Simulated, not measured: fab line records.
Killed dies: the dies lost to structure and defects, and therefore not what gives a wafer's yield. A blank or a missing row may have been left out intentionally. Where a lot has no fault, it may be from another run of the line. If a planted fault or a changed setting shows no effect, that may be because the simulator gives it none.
Chamber matching :: flow n5-finfet :: cmp-02 running N5_GATE_CUT_CMP_43: 4 sister chambers
The step polishes SiO2. 4 wafers are shown with their chamber, then 8 later ones without.

== WAFERS, EACH WITH ITS CHAMBER ==
wafer: L082.3
chamber: 0
motor-current-A (A): 12.8

wafer: L082.6
chamber: 1
motor-current-A (A): 12.3

wafer: L085.5
chamber: 3
motor-current-A (A): 12.6

wafer: L092.2
chamber: 2
motor-current-A (A): 10.4

== WAFERS WHOSE CHAMBER IS MISSING ==
wafer: L092.3
motor-current-A (A): 13.2

wafer: L092.6
motor-current-A (A): 12.7

wafer: L096.3
motor-current-A (A): 11.3

wafer: L096.4
motor-current-A (A): 12.7

wafer: L096.5
motor-current-A (A): 10.4

wafer: L097.2
motor-current-A (A): 12.6

wafer: L097.4
motor-current-A (A): 12.8

wafer: L097.5
motor-current-A (A): 13.2

== THE CHAMBER EACH PASSED THROUGH ==
wafer: L092.3
from the rows above: can't be placed: 0 or 3 or 1
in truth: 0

wafer: L092.6
from the rows above: can't be placed: 3 or 0 or 1
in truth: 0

wafer: L096.3
from the rows above: can't be placed: 2 or 1 or 3 or 0
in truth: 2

wafer: L096.4
from the rows above: can't be placed: 3 or 0 or 1
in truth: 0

wafer: L096.5
from the rows above: 2
in truth: 2

wafer: L097.2
from the rows above: can't be placed: 3 or 0 or 1
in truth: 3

wafer: L097.4
from the rows above: can't be placed: 0 or 3 or 1
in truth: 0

wafer: L097.5
from the rows above: can't be placed: 0 or 3 or 1
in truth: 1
1 of 8 placed correctly. From these rows, 7 cannot be placed; in 7 the true chamber is one of the candidates. 0 placed wrongly.
How it was worked out, from the rows above alone: a wafer's distance from a chamber is the root of the sum, over the readings, of the square of ((its reading less the chamber's mean) divided by the reading's scatter). If the next closest chamber is less than 2 further off than the closest, the wafer can't be placed; otherwise it belongs to the closest. A chamber's mean is the mean of its shown wafers. The scatter: with one shown wafer a chamber, the root of the mean of the squares of how far each hidden wafer lies from its nearest shown one.
